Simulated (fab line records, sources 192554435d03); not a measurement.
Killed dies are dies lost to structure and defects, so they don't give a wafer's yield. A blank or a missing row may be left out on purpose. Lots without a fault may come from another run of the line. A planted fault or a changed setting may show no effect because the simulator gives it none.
Split-lot experiment | flow n5_finfet | 7 lots, 21 wafers read, on a route of 1938 steps

THE SPLIT
At N5_BEOL_M0_SAQP_COAT_08 (resist thk 90 nm), the setting spin_rpm was moved away from the recipe's 1500 rpm on 9 of the 21 wafers read, by -9.3% to +9.5%. The other wafers ran this setting at the recipe's value.

The file shows no step between the split and the reading.

THE READING
CAR-ArF_of_BEOL_M0_SAQP_COAT_08.thk_nm (the simulator's own value, which no gauge read), in nm, at N5_BEOL_M0_SAQP_DEVELOP_13 (develop time 30 s). The file gives no usual value for it. The 12 wafers here that ran the recipe average 88.5 nm, standard deviation 0.18 nm.

wafer  | tool, chamber at the split | spin_rpm as run, rpm | against the recipe | CAR-ArF_of_BEOL_M0_SAQP_COAT_08.thk_nm, nm | against lot-mates on the recipe
L074.2 | litho_track-04, 0          | 1500                 | recipe             | 88.8                                       | -
L074.5 | litho_track-04, 0          | 1500                 | recipe             | 88.8                                       | -
L074.6 | litho_track-04, 0          | 1375                 | -8.3%              | 92.4                                       | +3.6
L075.1 | litho_track-04, 0          | 1614                 | +7.6%              | 85.2                                       | no lot-mate on the recipe
L075.3 | litho_track-04, 0          | 1614                 | +7.6%              | 85.2                                       | no lot-mate on the recipe
L075.5 | litho_track-04, 0          | 1614                 | +7.6%              | 85.2                                       | no lot-mate on the recipe
L078.3 | litho_track-03, 0          | 1500                 | recipe             | 88.2                                       | -
L078.6 | litho_track-03, 0          | 1500                 | recipe             | 88.2                                       | -
L078.5 | litho_track-03, 0          | 1500                 | recipe             | 88.4                                       | -
L080.2 | litho_track-03, 0          | 1500                 | recipe             | 88.4                                       | -
L080.5 | litho_track-03, 0          | 1500                 | recipe             | 88.4                                       | -
L080.4 | litho_track-03, 0          | 1377                 | -8.2%              | 92.2                                       | +3.8
L084.1 | litho_track-04, 0          | 1500                 | recipe             | 88.4                                       | -
L084.3 | litho_track-04, 0          | 1500                 | recipe             | 88.4                                       | -
L084.2 | litho_track-04, 0          | 1590                 | +6.0%              | 85.2                                       | -3.2
L086.1 | litho_track-04, 0          | 1360                 | -9.3%              | 93.2                                       | +4.8
L086.2 | litho_track-04, 0          | 1500                 | recipe             | 88.4                                       | -
L086.4 | litho_track-04, 0          | 1360                 | -9.3%              | 92.8                                       | +4.4
L092.1 | litho_track-03, 0          | 1500                 | recipe             | 88.6                                       | -
L092.3 | litho_track-03, 0          | 1500                 | recipe             | 88.4                                       | -
L092.4 | litho_track-03, 0          | 1643                 | +9.5%              | 84.8                                       | -3.7

THE FIT
A straight line over all 21 wafers: CAR-ArF_of_BEOL_M0_SAQP_COAT_08.thk_nm changes by -0.454 nm for each +1% of spin_rpm; r = -0.99; the points scatter about the line by 0.28 nm.
The same after taking each lot's own level away (the mean of its wafers on the recipe; 18 wafers): -0.459 nm for each +1%; r = -0.99; scatter 0.25 nm.
On that fit, the largest move of spin_rpm shifts the reading by 4.4 nm.
The lots' own levels span 88.27 to 88.80 nm, that is 2.9 times the standard deviation above.
So the lot-to-lot level changes the slope little: the two slopes agree.
Check: with one of the wafers moved furthest among these (+9.5%) left out of the fit, the line predicts -4.64 nm for it against its lot-mates. It came out at -3.7 nm against them.

OTHER SPLITS ON THESE WAFERS
These wafers also went through other splits before the reading. Each is held against what the fit with the lots' levels taken away leaves over:
other split on the same wafers        | wafers away from the commonest value | r with CAR-ArF_of_BEOL_M0_SAQP_COAT_08.thk_nm (lot level and that fit taken away)
N5_SD_EPI_N_PEB_07 peb_time_s         | 7                                    | +0.27
N5_SDB_COAT_05 spin_rpm               | 6                                    | -0.35
N5_HKMG_FIN_COAT_06 spin_rpm          | 9                                    | -0.61
N5_HKMG_FIN_DEVELOP_11 develop_time_s | 4                                    | +0.03
N5_GATE_CUT_ALD_22 ald_cycles         | 4                                    | -0.32
N5_MOL_CONTACT_COAG_EXPOSE_81 dose_mj | 10                                   | +0.07

THE WHOLE CHAIN: every reading that the file lists as answering this split, in the file's order
step                       | what it does      | reading                                                                                 | change (the file's fit)               | r (the file's)
N5_BEOL_M0_SAQP_COAT_08    | resist thk 90 nm  | CAR-ArF_of_BEOL_M0_SAQP_COAT_08.thk_nm (the simulator's own value, which no gauge read) | -0.455 nm for each +1% of the setting | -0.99
N5_BEOL_M0_SAQP_DEVELOP_13 | develop time 30 s | CAR-ArF_of_BEOL_M0_SAQP_COAT_08.thk_nm (the simulator's own value, which no gauge read) | -0.452 nm for each +1% of the setting | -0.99

THE FILE'S OWN FIT
CAR-ArF_of_BEOL_M0_SAQP_COAT_08.thk_nm changes by -0.452 nm for each +1% of spin_rpm, r = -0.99.
